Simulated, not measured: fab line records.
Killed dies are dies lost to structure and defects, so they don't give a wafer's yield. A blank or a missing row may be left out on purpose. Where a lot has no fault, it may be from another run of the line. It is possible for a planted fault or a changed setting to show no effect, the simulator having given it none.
Which tool was responsible? :: flow n5_finfet :: 27 wafers from 9 lots sampled at 4 of the route's 1938 steps

## WHAT THE GAUGES READ, wafer by wafer
N5_ZERO_LAYER_INSPECT_20: inspects for defects (darkfield).
lot: L669
measured: day 2 01:30
on: defect_inspect-02
raw_defect_count: 81 32 49

lot: L672
measured: day 2 19:32
on: defect_inspect-01
raw_defect_count: 40 27 15

lot: L673
measured: day 3 01:23
on: defect_inspect-01
raw_defect_count: 45 41 36

lot: L674
measured: day 3 07:48
on: defect_inspect-01
raw_defect_count: 52 32 31

lot: L676
measured: day 3 19:37
on: defect_inspect-01
raw_defect_count: 41 52 49

lot: L677
measured: day 4 01:16
on: defect_inspect-02
raw_defect_count: 12 21 24

lot: L684
measured: day 5 19:23
on: defect_inspect-02
raw_defect_count: 1496 1473 1455

lot: L687
measured: day 6 13:15
on: defect_inspect-02
raw_defect_count: 1436 1443 1409

lot: L689
measured: day 7 01:37
on: defect_inspect-02
raw_defect_count: 37 42 29

## EACH LOT AND THE TOOL THAT RAN IT (in order: tool; ch and the chambers of the sampled wafers; start)
lot: L669
N5_ZERO_LAYER_DESCUM_16: rie_diel-06 ch 1,2,3, day 2 00:55
N5_ZERO_LAYER_ETCH_17: rie_diel-06 ch 1,2,3, day 2 00:57
N5_ZERO_LAYER_STRIP_19: wet_bench-06 ch 0,2,6, day 2 01:13

lot: L672
N5_ZERO_LAYER_DESCUM_16: rie_diel-01 ch 0,2, day 2 18:58
N5_ZERO_LAYER_ETCH_17: rie_diel-01 ch 0,2, day 2 19:00
N5_ZERO_LAYER_STRIP_19: wet_bench-01 ch 1,2,7, day 2 19:16

lot: L673
N5_ZERO_LAYER_DESCUM_16: rie_diel-02 ch 1,2,3, day 3 00:48
N5_ZERO_LAYER_ETCH_17: rie_diel-02 ch 1,2,3, day 3 00:50
N5_ZERO_LAYER_STRIP_19: wet_bench-02 ch 1,2,7, day 3 01:06

lot: L674
N5_ZERO_LAYER_DESCUM_16: rie_diel-02 ch 1,2,3, day 3 07:14
N5_ZERO_LAYER_ETCH_17: rie_diel-02 ch 1,2,3, day 3 07:16
N5_ZERO_LAYER_STRIP_19: wet_bench-01 ch 0,1,7, day 3 07:32

lot: L676
N5_ZERO_LAYER_DESCUM_16: rie_diel-01 ch 0,1,3, day 3 18:41
N5_ZERO_LAYER_ETCH_17: rie_diel-01 ch 0,1,3, day 3 18:43
N5_ZERO_LAYER_STRIP_19: wet_bench-01 ch 0,1,6, day 3 19:20

lot: L677
N5_ZERO_LAYER_DESCUM_16: rie_diel-06 ch 2,3, day 4 00:41
N5_ZERO_LAYER_ETCH_17: rie_diel-06 ch 2,3, day 4 00:43
N5_ZERO_LAYER_STRIP_19: wet_bench-06 ch 1,2,6, day 4 00:59

lot: L684
N5_ZERO_LAYER_DESCUM_16: rie_diel-02 ch 1,3, day 5 18:48
N5_ZERO_LAYER_ETCH_17: rie_diel-02 ch 1,3, day 5 18:50
N5_ZERO_LAYER_STRIP_19: wet_bench-06 ch 4,6,7, day 5 19:06

lot: L687
N5_ZERO_LAYER_DESCUM_16: rie_diel-06 ch 0,1, day 6 12:41
N5_ZERO_LAYER_ETCH_17: rie_diel-06 ch 0,1, day 6 12:43
N5_ZERO_LAYER_STRIP_19: wet_bench-06 ch 3,6,7, day 6 12:59

lot: L689
N5_ZERO_LAYER_DESCUM_16: rie_diel-02 ch 1,3, day 7 01:02
N5_ZERO_LAYER_ETCH_17: rie_diel-02 ch 1,3, day 7 01:04
N5_ZERO_LAYER_STRIP_19: wet_bench-02 ch 3,6,7, day 7 01:21
- N5_ZERO_LAYER_DESCUM_16: chemistry O2, time 7.9 s.
- N5_ZERO_LAYER_ETCH_17: etches SiO2 in CF4, target depth 12 nm, time 13.3 s.
- N5_ZERO_LAYER_STRIP_19: strips in SPM, time 900 s.

## THE ANSWER, worked out from the rows above alone
Rule: the lots themselves supply what counts as usual. The widest of any qualifying gaps counts: lots, ordered by their means at a reading, are off when they make up no more than a third of the lots, leave a main group of 4 or more, and stand apart from it by 3 or more times the standard deviation of that group's means. Not used: any main group whose means are identical at the precision the tables above print for the reading. A lot without any number at a reading at which 4 lots or more have one is off too. Any other lot the step has rows for is counted as sound.
Off, at N5_ZERO_LAYER_INSPECT_20 on raw_defect_count: L684, L687. Mean 38 and standard deviation 11 in the main group.
A tool fits if, at a process step before that reading, it ran every lot that is off, and no sound lot after the first of them. Gauges at N5_ZERO_LAYER_INSPECT_20: tried the same way as those tools. One fits: N5_ZERO_LAYER_STRIP_19 on wet_bench-06. A fault onset in the window from L677 (day 4 00:59, its last sound lot) to L684 (day 5 19:06, its first lot off) fits.

## WHAT THE SIMULATOR HAD INSERTED
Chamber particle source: wet_bench-06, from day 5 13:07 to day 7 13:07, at N5_ZERO_LAYER_STRIP_19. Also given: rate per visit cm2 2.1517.
Lots struck among those shown: L684, L687. Same finding as the rule above.
